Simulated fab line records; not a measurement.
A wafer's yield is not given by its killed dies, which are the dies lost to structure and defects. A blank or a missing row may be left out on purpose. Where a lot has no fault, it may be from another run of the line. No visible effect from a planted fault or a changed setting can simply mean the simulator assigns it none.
The tool behind it: which one? -- flow nand-harc -- Sampling: 24 lots, 72 wafers, 6 of 1302 route steps

## WHAT THE GAUGES SHOWED, per wafer
No reading from a measuring or inspecting step in the record can be judged against a usual standard deviation.

## WHAT TOOL EACH LOT RAN ON (gives the tool, then ch and the chambers of the sampled wafers, and finally the start)
lot,NHARC_A_STAIRCASE_ETCH_190,NHARC_A_STAIRCASE_TRIM_193,NHARC_A_STAIRCASE_TRIM_196,NHARC_A_STAIRCASE_ETCH_197,NHARC_A_STAIRCASE_ETCH_223,NHARC_A_STAIRCASE_HM_DEP_456
L074,"rie-diel-05 ch 0,1,3, day 15 19:02 or earlier","rie-diel-05 ch 0,1, day 15 19:02 or earlier","rie-diel-11 ch 2,3, day 15 19:02","rie-diel-11 ch 0,2, day 16 02:31 or earlier","rie-diel-05 ch 0,2,3, day 16 02:31 or earlier","acl-dep-03 ch 0, day 16 02:31"
L075,"rie-diel-11 ch 0,3, day 16 04:53 or earlier","rie-diel-11 ch 0,2,3, day 16 04:53 or earlier","rie-diel-05 ch 0,1,2, day 16 04:53","rie-diel-05 ch 0,3, day 16 12:04 or earlier","rie-diel-04 ch 2,3, day 16 12:04 or earlier","acl-dep-02 ch 0, day 16 12:04"
L076,"rie-diel-04 ch 1,2,3, day 16 14:44 or earlier","rie-diel-04 ch 0,2,3, day 16 14:44 or earlier","rie-diel-05 ch 1,2,3, day 16 14:44","rie-diel-05 ch 0,1,2, day 16 22:14 or earlier","rie-diel-11 ch 0,1,3, day 16 22:14 or earlier","acl-dep-02 ch 0, day 16 22:14"
L078,"rie-diel-11 ch 0,1,3, day 17 06:33 or earlier","rie-diel-11 ch 1,2, day 17 06:33 or earlier","rie-diel-04 ch 0,1, day 17 06:33","rie-diel-04 ch 1,2, day 17 16:40 or earlier","rie-diel-04 ch 0,1,2, day 17 16:40 or earlier","acl-dep-03 ch 0, day 17 16:40"
L077,"rie-diel-11 ch 0,1,3, day 17 07:55 or earlier","rie-diel-11 ch 0,2,3, day 17 07:55 or earlier","rie-diel-11 ch 0,2,3, day 17 07:55","rie-diel-11 ch 0,1, day 17 20:04 or earlier","rie-diel-11 ch 1,2, day 17 20:04 or earlier","acl-dep-01 ch 0, day 17 20:04"
L079,"rie-diel-11 ch 0,1,2, day 18 05:24 or earlier","rie-diel-11 ch 0,1,2, day 18 05:24 or earlier","rie-diel-11 ch 0,1, day 18 05:24","rie-diel-11 ch 2,3, day 18 13:29 or earlier","rie-diel-04 ch 2,3, day 18 13:29 or earlier","acl-dep-03 ch 0, day 18 13:29"
L081,"rie-diel-05 ch 0,2,3, day 18 21:17 or earlier","rie-diel-05 ch 1,2,3, day 18 21:17 or earlier","rie-diel-04 ch 0,2,3, day 18 21:17","rie-diel-04 ch 1,2,3, day 19 07:55 or earlier","rie-diel-11 ch 0,1,3, day 19 07:55 or earlier","acl-dep-03 ch 0, day 19 07:55"
L080,"rie-diel-11 ch 1,2, day 18 22:37 or earlier","rie-diel-11 ch 0,1, day 18 22:37 or earlier","rie-diel-11 ch 0,1,2, day 18 22:37","rie-diel-11 ch 0,3, day 19 13:09 or earlier","rie-diel-04 ch 0,1, day 19 13:09 or earlier","acl-dep-01 ch 0, day 19 13:09"
L082,"rie-diel-05 ch 0,2, day 19 03:29 or earlier","rie-diel-05 ch 0,3, day 19 03:29 or earlier","rie-diel-05 ch 0,3, day 19 03:29","rie-diel-05 ch 0,2,3, day 19 16:32 or earlier","rie-diel-05 ch 1,2, day 19 16:32 or earlier","acl-dep-01 ch 0, day 19 16:32"
L083,"rie-diel-04 ch 1,2,3, day 19 15:02 or earlier","rie-diel-04 ch 0,1,3, day 19 15:02 or earlier","rie-diel-05 ch 0,1,3, day 19 15:02","rie-diel-05 ch 0,1,3, day 20 00:47 or earlier","rie-diel-11 ch 1,2,3, day 20 00:47 or earlier","acl-dep-02 ch 0, day 20 00:47"
L084,"rie-diel-11 ch 0,2,3, day 19 23:23 or earlier","rie-diel-11 ch 0,3, day 19 23:23 or earlier","rie-diel-04 ch 1,2, day 19 23:23","rie-diel-04 ch 0,1,2, day 20 09:44 or earlier","rie-diel-04 ch 2,3, day 20 09:44 or earlier","acl-dep-01 ch 0, day 20 09:44"
L085,"rie-diel-04 ch 0,1,2, day 20 08:33 or earlier","rie-diel-04 ch 0,2,3, day 20 08:33 or earlier","rie-diel-11 ch 0,1,3, day 20 08:33","rie-diel-11 ch 0,1,2, day 20 19:35 or earlier","rie-diel-04 ch 0,1,3, day 20 19:35 or earlier","acl-dep-03 ch 0, day 20 19:35"
L086,"rie-diel-05 ch 1,2,3, day 20 14:35 or earlier","rie-diel-05 ch 1,2,3, day 20 14:35 or earlier","rie-diel-05 ch 0,2, day 20 14:35","rie-diel-05 ch 0,2,3, day 20 22:09 or earlier","rie-diel-11 ch 0,1, day 20 22:09 or earlier","acl-dep-01 ch 0, day 20 22:09"
L087,"rie-diel-05 ch 0,2,3, day 20 14:44 or earlier","rie-diel-05 ch 1,2,3, day 20 14:44 or earlier","rie-diel-05 ch 0,1,3, day 20 14:44","rie-diel-05 ch 2,3, day 21 00:17 or earlier","rie-diel-04 ch 0,1,3, day 21 00:17 or earlier","acl-dep-01 ch 0, day 21 00:17"
L088,"rie-diel-11 ch 0,2, day 22 15:47 or earlier","rie-diel-11 ch 0,1,3, day 22 15:47 or earlier","rie-diel-11 ch 0,2,3, day 22 15:47","rie-diel-11 ch 1,2,3, day 23 02:13 or earlier","rie-diel-11 ch 2,3, day 23 02:13 or earlier","acl-dep-03 ch 0, day 23 02:13"
L089,"rie-diel-04 ch 0,1,2, day 22 15:53 or earlier","rie-diel-04 ch 0,1,3, day 22 15:53 or earlier","rie-diel-04 ch 0,3, day 22 15:53","rie-diel-04 ch 0,3, day 23 06:35 or earlier","rie-diel-04 ch 1,3, day 23 06:35 or earlier","acl-dep-01 ch 0, day 23 06:35"
L091,"rie-diel-11 ch 0,2,3, day 23 00:31 or earlier","rie-diel-11 ch 0,1,3, day 23 00:31 or earlier","rie-diel-05 ch 1,2,3, day 23 00:31","rie-diel-05 ch 0,2,3, day 23 07:54 or earlier","rie-diel-04 ch 0,1,2, day 23 07:54 or earlier","acl-dep-02 ch 0, day 23 07:54"
L090,"rie-diel-04 ch 1,3, day 23 01:06 or earlier","rie-diel-04 ch 1,2,3, day 23 01:06 or earlier","rie-diel-04 ch 0,1,3, day 23 01:06","rie-diel-04 ch 0,3, day 23 09:42 or earlier","rie-diel-05 ch 0,1,3, day 23 09:42 or earlier","acl-dep-01 ch 0, day 23 09:42"
L092,"rie-diel-04 ch 2,3, day 23 21:22 or earlier","rie-diel-04 ch 1,3, day 23 21:22 or earlier","rie-diel-05 ch 0,1,2, day 23 21:22","rie-diel-05 ch 0,2,3, day 24 10:28 or earlier","rie-diel-04 ch 1,2,3, day 24 10:28 or earlier","acl-dep-03 ch 0, day 24 10:28"
L094,"rie-diel-11 ch 0,3, day 23 21:15 or earlier","rie-diel-11 ch 0,1,3, day 23 21:15 or earlier","rie-diel-11 ch 1,2,3, day 23 21:15","rie-diel-11 ch 0,1, day 24 10:05 or earlier","rie-diel-11 ch 0,1, day 24 10:05 or earlier","acl-dep-02 ch 0, day 24 10:05"
L093,"rie-diel-11 ch 0,1, day 24 01:40 or earlier","rie-diel-11 ch 0,1,3, day 24 01:40 or earlier","rie-diel-11 ch 0,1, day 24 01:40","rie-diel-11 ch 1,2,3, day 24 14:28 or earlier","rie-diel-04 ch 2,3, day 24 14:28 or earlier","acl-dep-02 ch 0, day 24 14:28"
L096,"rie-diel-05 ch 0,3, day 24 16:20 or earlier","rie-diel-05 ch 0,3, day 24 16:20 or earlier","rie-diel-05 ch 0,2,3, day 24 16:20","rie-diel-05 ch 2,3, day 25 02:40 or earlier","rie-diel-04 ch 1,2, day 25 02:40 or earlier","acl-dep-03 ch 0, day 25 02:40"
L095,"rie-diel-04 ch 0,2,3, day 24 17:10 or earlier","rie-diel-04 ch 0,1, day 24 17:10 or earlier","rie-diel-11 ch 0,1,2, day 24 17:10","rie-diel-11 ch 1,2, day 25 04:50 or earlier","rie-diel-04 ch 2,3, day 25 04:50 or earlier","acl-dep-03 ch 0, day 25 04:50"
L097,"rie-diel-05 ch 0,1, day 25 04:41 or earlier","rie-diel-05 ch 1,2,3, day 25 04:41 or earlier","rie-diel-11 ch 1,3, day 25 04:41","rie-diel-11 ch 0,3, day 25 17:48 or earlier","rie-diel-04 ch 0,1, day 25 17:48 or earlier","acl-dep-03 ch 0, day 25 17:48"
- NHARC_A_STAIRCASE_ETCH_190: etches the open film in C4F8/O2, target depth 100 nm, time 40.5 s.
- NHARC_A_STAIRCASE_TRIM_193: chemistry O2, time 211.2 s.
- NHARC_A_STAIRCASE_TRIM_196: chemistry O2, time 211.2 s.
- NHARC_A_STAIRCASE_ETCH_197: etches the open film in C4F8/O2, target depth 100 nm, time 40.5 s.
- NHARC_A_STAIRCASE_ETCH_223: etches the open film in C4F8/O2, target depth 100 nm, time 40.5 s.
- NHARC_A_STAIRCASE_HM_DEP_456: deposits aC, target thk 3100 nm.

## WHAT THE TOOLS THEMSELVES READ (means of the sampled wafers that have a number; where no wafer has one, the mark that the record gives instead)
NHARC_A_STAIRCASE_ETCH_190. Usual: bias-w 1000 W, standard deviation 3.1; oes-product-au 0.941 a.u., standard deviation 0.011; rf-vpp-V 893 V, standard deviation 5.3.
lot,tool,bias-w (W),oes-product-au (a.u.),rf-vpp-V (V),flag
L074,rie-diel-05,1002,0.941,889,
L075,rie-diel-11,1005,0.932,897,
L076,rie-diel-04,1001,0.948,894,
L078,rie-diel-11,1002,0.937,898,
L077,rie-diel-11,999,0.942,898,
L079,rie-diel-11,999,0.939,892,
L081,rie-diel-05,999,0.941,892,
L080,rie-diel-11,1003,0.950,891,
L082,rie-diel-05,998,0.955,895,
L083,rie-diel-04,998,0.937,893,
L084,rie-diel-11,1001,0.944,895,
L085,rie-diel-04,1000,0.947,895,
L086,rie-diel-05,1001,0.937,892,
L087,rie-diel-05,1002,0.940,891,
L088,rie-diel-11,1001,0.935,891,
L089,rie-diel-04,1002,0.942,896,
L091,rie-diel-11,1002,0.954,895,
L090,rie-diel-04,1002,0.941,893,
L092,rie-diel-04,999,0.928,900,
L094,rie-diel-11,1003,0.930,897,
L093,rie-diel-11,1000,0.928,891,
L096,rie-diel-05,998,0.941,888,
L095,rie-diel-04,997,0.940,898,
L097,rie-diel-05,1001,0.943,889,

NHARC_A_STAIRCASE_TRIM_193. Usual: drypump-motor-current-A 5.9 A, standard deviation 0.44; oes-product-au 0.998 a.u., standard deviation 0.01; rf-vpp-V 57.6 V, standard deviation 0.94; showerhead-plenum-p-Torr 3.46 Torr, standard deviation 0.15; throttle-valve-pct 17.035 %, standard deviation 0.0098.
lot,tool,drypump-motor-current-A (A),oes-product-au (a.u.),rf-vpp-V (V),showerhead-plenum-p-Torr (Torr),throttle-valve-pct (%),flag
L074,rie-diel-05,5.8,1.012,57.3,3.37,17.038,
L075,rie-diel-11,5.7,1.005,57.5,3.53,17.038,
L076,rie-diel-04,5.9,1.000,58.3,3.45,17.039,
L078,rie-diel-11,5.7,0.997,58.0,3.39,17.028,
L077,rie-diel-11,5.7,1.001,57.8,3.53,17.039,
L079,rie-diel-11,5.9,1.004,57.5,3.40,17.043,
L081,rie-diel-05,5.8,0.994,57.6,3.43,17.035,
L080,rie-diel-11,6.1,0.999,58.1,3.45,17.030,
L082,rie-diel-05,6.1,0.998,57.5,3.33,17.031,
L083,rie-diel-04,6.0,0.998,58.2,3.47,17.028,
L084,rie-diel-11,6.0,0.989,58.3,3.57,17.044,
L085,rie-diel-04,5.9,1.003,57.8,3.43,17.035,
L086,rie-diel-05,5.8,0.994,57.5,3.42,17.038,
L087,rie-diel-05,5.8,0.984,57.2,3.42,17.026,
L088,rie-diel-11,5.8,0.993,57.2,3.54,17.036,
L089,rie-diel-04,6.0,0.991,58.1,3.46,17.039,
L091,rie-diel-11,5.8,0.997,57.4,3.54,17.039,
L090,rie-diel-04,5.6,0.990,58.0,3.41,17.033,
L092,rie-diel-04,5.7,0.992,57.2,3.62,17.041,
L094,rie-diel-11,5.9,0.993,57.8,3.53,17.040,
L093,rie-diel-11,5.8,0.989,58.0,3.53,17.035,
L096,rie-diel-05,6.4,1.001,58.0,3.30,17.034,
L095,rie-diel-04,6.0,1.006,58.0,3.53,17.043,
L097,rie-diel-05,5.8,0.992,57.1,3.40,17.040,

NHARC_A_STAIRCASE_TRIM_196. Usual: drypump-motor-current-A 5.9 A, standard deviation 0.45; oes-product-au 0.998 a.u., standard deviation 0.0098; rf-vpp-V 57.5 V, standard deviation 0.89; showerhead-plenum-p-Torr 3.45 Torr, standard deviation 0.14; throttle-valve-pct 17.036 %, standard deviation 0.0085.
lot,tool,drypump-motor-current-A (A),oes-product-au (a.u.),rf-vpp-V (V),showerhead-plenum-p-Torr (Torr),throttle-valve-pct (%),flag
L074,rie-diel-11,5.4,0.992,58.0,3.63,17.034,
L075,rie-diel-05,6.1,0.995,58.0,3.44,17.046,
L076,rie-diel-05,5.8,0.999,57.4,3.44,17.035,
L078,rie-diel-04,6.3,1.009,58.0,3.58,17.037,
L077,rie-diel-11,5.7,0.994,57.6,3.52,17.034,
L079,rie-diel-11,6.0,0.999,57.3,3.44,17.034,
L081,rie-diel-04,5.9,0.998,57.3,3.44,17.039,
L080,rie-diel-11,5.8,0.994,57.7,3.40,17.052,
L082,rie-diel-05,6.4,0.993,57.3,3.32,17.033,
L083,rie-diel-05,5.9,1.003,57.3,3.34,17.038,
L084,rie-diel-04,5.7,0.997,58.4,3.51,17.026,
L085,rie-diel-11,5.8,0.990,57.4,3.55,17.044,
L086,rie-diel-05,6.6,1.015,57.1,3.41,17.038,
L087,rie-diel-05,5.9,1.000,57.0,3.34,17.046,
L088,rie-diel-11,5.7,1.003,57.6,3.51,17.028,
L089,rie-diel-04,6.3,1.000,57.5,3.47,17.037,
L091,rie-diel-05,5.8,0.991,57.6,3.41,17.035,
L090,rie-diel-04,6.0,0.999,57.6,3.46,17.030,
L092,rie-diel-05,6.1,1.003,58.0,3.41,17.034,
L094,rie-diel-11,5.6,0.999,57.1,3.48,17.035,
L093,rie-diel-11,6.0,0.986,57.9,3.42,17.040,
L096,rie-diel-05,6.2,1.004,57.3,3.39,17.033,
L095,rie-diel-11,5.9,0.995,56.7,3.38,17.030,
L097,rie-diel-11,5.5,0.994,58.3,3.63,17.030,

NHARC_A_STAIRCASE_ETCH_197. Usual: bias-w 1000 W, standard deviation 3.1; oes-product-au 0.951 a.u., standard deviation 0.017; rf-vpp-V 893 V, standard deviation 5.4.
lot,tool,bias-w (W),oes-product-au (a.u.),rf-vpp-V (V),flag
L074,rie-diel-11,998,0.964,892,
L075,rie-diel-05,1001,0.968,889,
L076,rie-diel-05,1002,0.967,893,
L078,rie-diel-04,1001,0.924,894,
L077,rie-diel-11,1002,0.948,894,
L079,rie-diel-11,999,0.928,894,
L081,rie-diel-04,1000,0.966,892,
L080,rie-diel-11,1002,0.943,902,
L082,rie-diel-05,1000,0.943,891,
L083,rie-diel-05,998,0.960,889,
L084,rie-diel-04,998,0.970,896,
L085,rie-diel-11,1000,0.959,892,
L086,rie-diel-05,1001,0.955,891,
L087,rie-diel-05,995,0.943,895,
L088,rie-diel-11,1001,0.946,895,
L089,rie-diel-04,996,0.941,894,
L091,rie-diel-05,1002,0.976,891,
L090,rie-diel-04,999,0.941,894,
L092,rie-diel-05,999,0.972,891,
L094,rie-diel-11,997,0.927,892,
L093,rie-diel-11,997,0.934,894,
L096,rie-diel-05,998,0.941,895,
L095,rie-diel-11,1000,0.957,888,
L097,rie-diel-11,1001,0.956,900,

NHARC_A_STAIRCASE_ETCH_223. Usual: bias-w 1000.4 W, standard deviation 2.9; oes-product-au 0.941 a.u., standard deviation 0.012; rf-vpp-V 894 V, standard deviation 5.4.
lot,tool,bias-w (W),oes-product-au (a.u.),rf-vpp-V (V),flag
L074,rie-diel-05,997.9,0.935,893,
L075,rie-diel-04,998.7,0.951,889,
L076,rie-diel-11,1002.4,0.938,897,
L078,rie-diel-04,999.8,0.941,896,
L077,rie-diel-11,998.6,0.938,889,
L079,rie-diel-04,1001.2,0.918,888,
L081,rie-diel-11,1002.4,0.944,897,
L080,rie-diel-04,998.4,0.955,896,
L082,rie-diel-05,999.9,0.931,893,
L083,rie-diel-11,998.0,0.954,894,
L084,rie-diel-04,1001.2,0.926,889,
L085,rie-diel-04,1001.9,0.948,894,
L086,rie-diel-11,1002.2,0.947,892,
L087,rie-diel-04,1001.2,0.952,893,
L088,rie-diel-11,997.9,0.954,898,
L089,rie-diel-04,1001.5,0.938,893,
L091,rie-diel-04,1000.6,0.946,895,
L090,rie-diel-05,1002.4,0.946,889,
L092,rie-diel-04,1001.2,0.918,898,
L094,rie-diel-11,1000.3,0.929,891,
L093,rie-diel-04,998.2,0.929,902,
L096,rie-diel-04,1001.4,0.931,895,
L095,rie-diel-04,1003.3,0.930,901,
L097,rie-diel-04,1004.7,0.946,897,

NHARC_A_STAIRCASE_HM_DEP_456. Usual: throttle-valve-pct at 35.000 %, with a standard deviation of 0.0094.
lot,tool,throttle-valve-pct (%),flag
L074,acl-dep-03,34.993,
L075,acl-dep-02,35.002,
L076,acl-dep-02,34.999,
L078,acl-dep-03,34.998,
L077,acl-dep-01,35.007,
L079,acl-dep-03,35.000,
L081,acl-dep-03,34.995,
L080,acl-dep-01,34.995,
L082,acl-dep-01,35.004,
L083,acl-dep-02,34.998,
L084,acl-dep-01,34.999,
L085,acl-dep-03,35.004,
L086,acl-dep-01,34.997,
L087,acl-dep-01,35.010,
L088,acl-dep-03,35.005,
L089,acl-dep-01,35.010,
L091,acl-dep-02,35.006,
L090,acl-dep-01,34.996,
L092,acl-dep-03,35.003,
L094,acl-dep-02,35.012,
L093,acl-dep-02,35.006,
L096,acl-dep-03,34.998,
L095,acl-dep-03,35.005,
L097,acl-dep-03,34.991,

## THE ANSWER, worked out from the rows above alone
Rule: take the mean of a lot's wafers that have a number; if it is more than 3 standard deviations from the usual mean, the lot is off. Also off: a lot with no number at a reading for which 4 or more lots have one. All remaining lots with rows at the step are treated as sound. After the gauges, taken in route order, come the tools' own readings; for these a lot's mean is taken, as printed above. The first step at which some lot is off is used, and at that step the reading that is off furthest; a lot without a number counts as furthest.
No lot is off on any of the readings shown, so nothing can be concluded from this.

## WHAT WAS PUT IN BY THE SIMULATOR
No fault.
